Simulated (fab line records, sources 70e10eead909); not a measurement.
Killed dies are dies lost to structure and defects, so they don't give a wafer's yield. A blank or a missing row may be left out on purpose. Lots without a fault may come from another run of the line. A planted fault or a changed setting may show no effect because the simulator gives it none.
A struck lot beside a sound one | flow nand_harc | 22 steps out of a route of 1159
Sound: wafers L186.1, L186.4, L186.6. Struck: wafers L194.1, L194.2, L194.5. The cause comes at the end.
At each step with rows: each side's tool, then ch and its chambers, then its first start. Under that, the readings that differ: sound wafers | struck wafers | difference of the means | sigmas: that difference in standard deviations of wafers without a fault.
alike: readings whose means differ by less than 2 such deviations, and words and numbers that are the same on both sides. not compared: withheld readings, readings that some wafer has no value for, bounds like >300 that may hide the same value, and numbers for which the record gives no deviation and whose values overlap.
The two part at a step that has a row with sigmas, a row that says differs or no value, or rows on one side only. Numbers that don't overlap but have no deviation are shown without sigmas and don't part them. A reading that every wafer of one side lacks parts them only if that side has two wafers or more.

NHARC_P_BONDPAD_OVL_MEAS_38:
  sound on overlay-01, day 8 01:07; struck on overlay-02, day 10 11:35
  alike: overlay_x_nm, overlay_y_nm
then, 2 steps without rows for these wafers: NHARC_P_BONDPAD_HARDBAKE_10 (time 65 s); NHARC_P_BONDPAD_DESCUM_11 (chemistry O2, time 3 s).
NHARC_P_BONDPAD_ETCH_37: etches the open film in N2/H2, target depth 60 nm, overetch 18 nm, time 65.91 s.
  sound on rie_diel-02 ch 1,3, day 8 01:19; struck on rie_diel-02 ch 0,3, day 10 11:47
  alike: drypump_motor_current_A, oes_product_au, rf_vpp_V, showerhead_plenum_p_Torr, throttle_valve_pct
  not compared: rf_hours_counter_h
then, 1 step without rows for these wafers: NHARC_P_BONDPAD_ETCH_12 (etches the open film in CHF3/O2, target depth 200 nm, time 100 s).
NHARC_P_BONDPAD_CD_MEAS_13:
  sound on cd_sem-03, day 8 01:34; struck on cd_sem-02, day 10 12:01
  alike: cd_nm
NHARC_P_BONDPAD_STRIP_15: strips in O2.
  sound on rie_diel-02 ch 0,1,2, day 8 01:41; struck on rie_diel-02 ch 1,2,3, day 10 12:08
  alike: drypump_motor_current_A, o2_flow_sccm, oes_product_au, rf_vpp_V, showerhead_plenum_p_Torr, throttle_valve_pct
  not compared: rf_hours_counter_h
NHARC_P_BONDPAD_ETCH_24: etches the open film in CF4/N2, target depth 30 nm, time 72.99 s.
  sound on rie_diel-02 ch 1,2; struck on rie_diel-02 ch 2,3
  alike: cf4_flow_sccm, drypump_motor_current_A, oes_product_au, rf_vpp_V, showerhead_plenum_p_Torr, throttle_valve_pct
  not compared: rf_hours_counter_h
then, 1 step without rows for these wafers: NHARC_P_BONDPAD_STRIP_16 (strips in post etch residue remover, time 600 s).
NHARC_P_BONDPAD_DEGAS_25: time 60 s.
  sound on pvd_sputter-02, day 8 02:12; struck on pvd_sputter-03, day 10 12:40
  alike: heater_power_w, susceptor_temp_C
then, 2 steps without rows for these wafers: NHARC_P_BONDPAD_PRE_CLEAN_26 (time 30 s); NHARC_P_BONDPAD_PVD_17 (deposits TaN, target thk 5 nm, time 8.06 s).
NHARC_P_BONDPAD_PVD_27: deposits Cu, target thk 30 nm, time 20.49 s.
  sound on pvd_sputter-02, day 8 02:25; struck on pvd_sputter-03, day 10 12:53
  alike: throttle_valve_pct
then, 1 step without rows for these wafers: NHARC_P_BONDPAD_ECD_18 (material Cu, target thk 400 nm).
NHARC_P_BONDPAD_ANNEAL_28: time 90 s.
  sound on rtp_anneal-01 ch 0, day 8 02:58; struck on rtp_anneal-02 ch 0, day 10 13:23
  alike: wafer_temp_C_max
then, 2 steps without rows for these wafers: NHARC_P_BONDPAD_CMP_19 (polishes, t overpolish 30 s, cu recess touch 16 s, target thk 160.81 nm); NHARC_P_BONDPAD_SRD_21 (time 30 s, dry time 20 s).
NHARC_P_BONDPAD_INSPECT_23:
  sound on defect_inspect-02, day 8 03:52; struck on defect_inspect-01, day 10 14:17
  alike: raw_defect_count
then, 3 steps without rows for these wafers: NHARC_P_BONDPAD_ACTIVATE_29 (chemistry N2, time 60 s); NHARC_P_BONDPAD_PRECLEAN_30 (cleans in DIW, time 300 s); NHARC_P_BONDPAD_SRD_31 (time 30 s, dry time 20 s).
-- the record jumps here: 13 days lie between the struck wafers' starts before and after (it left off in module P_BONDPAD and takes up again in module END, whose first step shown is number 1159 of the route) --
NHARC_END_SORT_01:
  sound on prober-01 ch 0, day 21 05:54; struck on prober-01 ch 0, day 23 17:37
  reading                  | sound          | struck                                                               | difference                   | sigmas
  hold                     | - - -          | await_dispo/2.1h/scrap await_dispo/2.1h/scrap await_dispo/2.1h/scrap | no value on the sound wafers |
  defect_limited_yield (%) | 94.5 96.3 96.0 | 0 0 0.1                                                              | -96                          | -64
  killed_at_periphery      | 3 3 1          | 656 649 650                                                          | +649                         | +99 or more
  killed_dies              | 37 25 27       | 677 677 676                                                          | +647                         | +65
  sort_bin_2_pct (%)       | 1.5 1.0 1.6    | 97.3 96.9 96.6                                                       | +95.6                        | +99 or more
  sort_n_pass              | 640 652 650    | 0 0 1                                                                | -647                         | -65
  sort_rim_yield_pct (%)   | 92.5 93.4 98.1 | 0 0 0                                                                | -95                          | -34
  sort_yield_pct (%)       | 94.5 96.3 96.0 | 0 0 0.1                                                              | -96                          | -64
  alike: killed_at_array, killed_at_other, killed_open, killed_short, sort_bin_3_pct, sort_bin_4_pct

WHERE THEY PART
Only at NHARC_END_SORT_01, within this record.

WHY: what the simulator had put in
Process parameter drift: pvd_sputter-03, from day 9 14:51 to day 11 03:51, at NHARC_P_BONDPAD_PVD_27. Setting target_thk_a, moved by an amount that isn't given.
